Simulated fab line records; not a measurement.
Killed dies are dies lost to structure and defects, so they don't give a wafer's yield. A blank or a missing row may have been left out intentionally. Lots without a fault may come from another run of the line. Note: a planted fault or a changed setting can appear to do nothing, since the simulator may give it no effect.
Matching of chambers | flow n5-finfet | 4 sister chambers for N5_DUMMY_REMOVAL_STRIP_10 on rie-diel-02
The step strips in N2/H2, time 40 s. 4 wafers are shown with their chamber, then 12 later ones without.

## WAFERS WITH THEIR CHAMBER
wafer  | chamber | showerhead-plenum-p-Torr (Torr)
L081.5 | 0       | 3.36
L088.1 | 2       | 3.43
L088.2 | 1       | 3.36
L088.4 | 3       | 3.56

## WAFERS WITH NO CHAMBER GIVEN
wafer  | showerhead-plenum-p-Torr (Torr)
L089.3 | 3.43
L089.4 | 3.43
L089.6 | 3.56
L090.2 | 3.35
L090.4 | 3.35
L090.5 | 3.56
L094.1 | 3.34
L094.4 | 3.35
L094.5 | 3.56
L097.4 | 3.55
L097.5 | 3.34
L097.6 | 3.35

## WHICH CHAMBER EACH ONE RAN IN
wafer  | from the rows above     | in truth
L089.3 | 2                       | 2
L089.4 | 2                       | 2
L089.6 | 3                       | 3
L090.2 | can't be placed: 0 or 1 | 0
L090.4 | can't be placed: 0 or 1 | 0
L090.5 | 3                       | 3
L094.1 | can't be placed: 0 or 1 | 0
L094.4 | can't be placed: 0 or 1 | 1
L094.5 | 3                       | 3
L097.4 | 3                       | 3
L097.5 | can't be placed: 0 or 1 | 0
L097.6 | can't be placed: 0 or 1 | 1
Placed correctly: 6 of 12. These rows do not allow placing 6 (true chamber among the candidates in 6). Wrongly placed: 0.
How it was worked out, from the rows above alone: a wafer's distance from a chamber is the root of the sum, over the readings, of the square of ((its reading less the chamber's mean) divided by the reading's scatter). If the next closest chamber is less than 2 further off than the closest, the wafer can't be placed; otherwise it belongs to the closest. The mean given for a chamber averages the wafers shown for that chamber. The scatter (one wafer shown for each chamber): square how far every hidden wafer sits from the nearest shown wafer, average those squares and take the square root.
